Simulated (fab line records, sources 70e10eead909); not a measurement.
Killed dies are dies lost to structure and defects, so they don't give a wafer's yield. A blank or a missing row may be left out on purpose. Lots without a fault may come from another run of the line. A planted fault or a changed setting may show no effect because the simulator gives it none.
Chamber matching | flow nand_harc | NHARC_A_BONDPAD_CMP_29 on cmp-01: 4 sister chambers
The step polishes SiCN, target thk 200 nm. 18 wafers are shown with their chamber, then 9 later ones without.

WAFERS WITH THEIR CHAMBER
wafer  | chamber | motor_current_A (A)
L076.4 | 0       | 13.0
L076.5 | 2       | 13.7
L076.6 | 1       | 11.2
L078.1 | 2       | 13.5
L078.3 | 1       | 11.8
L078.6 | 0       | 13.1
L077.2 | 1       | 11.5
L077.3 | 2       | 13.1
L077.6 | 0       | 13.8
L080.3 | 0       | 13.6
L080.5 | 1       | 12.0
L080.6 | 2       | 14.9
L084.1 | 3       | 12.3
L084.3 | 2       | 13.6
L084.6 | 0       | 13.2
L087.1 | 0       | 14.0
L087.4 | 3       | 12.3
L087.5 | 0       | 13.2

SIGNATURES (means of the wafers above)
reading         | chamber 0 | chamber 1 | chamber 2 | chamber 3 | scatter within a chamber
motor_current_A | 13.414    | 11.625    | 13.760    | 12.300    | 0.47
Rule: a wafer's distance from a chamber is the root of the sum, over the readings, of the square of ((its reading less the chamber's mean) divided by the reading's scatter). The wafer belongs to the nearest chamber; if the next one is less than 2 further off, it can't be placed. The scatter: the root of (the sum of the squares of (reading less its chamber's mean) over the shown wafers, divided by (wafers less chambers)).

WAFERS WITHOUT THEIR CHAMBER
wafer  | motor_current_A (A)
L089.1 | 11.9
L089.2 | 14.0
L089.4 | 12.8
L093.1 | 11.4
L093.4 | 14.0
L093.6 | 11.7
L097.1 | 12.5
L097.2 | 13.2
L097.4 | 11.9

WHICH CHAMBER EACH WENT THROUGH
wafer  | from the rows above               | in truth
L089.1 | can't be placed: 1 or 3           | 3
L089.2 | can't be placed: 2 or 0           | 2
L089.4 | can't be placed: 3 or 0 or 2 or 1 | 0
L093.1 | can't be placed: 1 or 3           | 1
L093.4 | can't be placed: 2 or 0           | 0
L093.6 | can't be placed: 1 or 3           | 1
L097.1 | can't be placed: 3 or 1 or 0      | 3
L097.2 | can't be placed: 0 or 2 or 3      | 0
L097.4 | can't be placed: 1 or 3           | 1
Placed correctly: 0 of 9. Can't be placed from these rows: 9 (the true chamber is among the candidates in 9). Placed wrongly: 0.
